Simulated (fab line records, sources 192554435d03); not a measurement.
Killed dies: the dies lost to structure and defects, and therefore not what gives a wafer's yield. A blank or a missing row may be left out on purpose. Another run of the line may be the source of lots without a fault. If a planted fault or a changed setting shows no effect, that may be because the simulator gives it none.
Chamber matching    flow n5-finfet    N5_DUMMY_GATE_HM_OPEN_21 on rie-diel-05: 4 sister chambers
The step chemistry CH3F/O2, target SiNx, target depth 120 nm, time 171.4 s. 4 wafers are shown with their chamber, then 8 later ones without.

WAFERS PAIRED WITH THEIR CHAMBERS
wafer   chamber  showerhead-plenum-p-Torr (Torr)
L083.1  2        2.08
L086.3  0        2.06
L086.4  3        1.99
L087.3  1        1.92

WAFERS MISSING THEIR CHAMBER
wafer   showerhead-plenum-p-Torr (Torr)
L087.4  1.98
L087.6  2.06
L090.3  2.08
L090.5  2.08
L090.6  1.92
L095.1  2.08
L095.5  1.98
L095.6  2.08

CHAMBER TAKEN BY EACH
wafer   from the rows above  in truth
L087.4  3                    3
L087.6  0                    0
L090.3  2                    2
L090.5  2                    2
L090.6  1                    1
L095.1  2                    2
L095.5  3                    3
L095.6  2                    2
Correctly placed: 8 of 8. Number that these rows cannot place: 0. Wrongly placed: 0.
How it was worked out, from the rows above alone: a wafer's distance from a chamber is the root of the sum, over the readings, of the square of ((its reading less the chamber's mean) divided by the reading's scatter). If the next closest chamber is less than 2 further off than the closest, the wafer can't be placed; otherwise it belongs to the closest. The mean given for a chamber averages the wafers shown for that chamber. The scatter: root of mean squared gap, hidden wafer to nearest shown wafer, with one shown wafer a chamber.
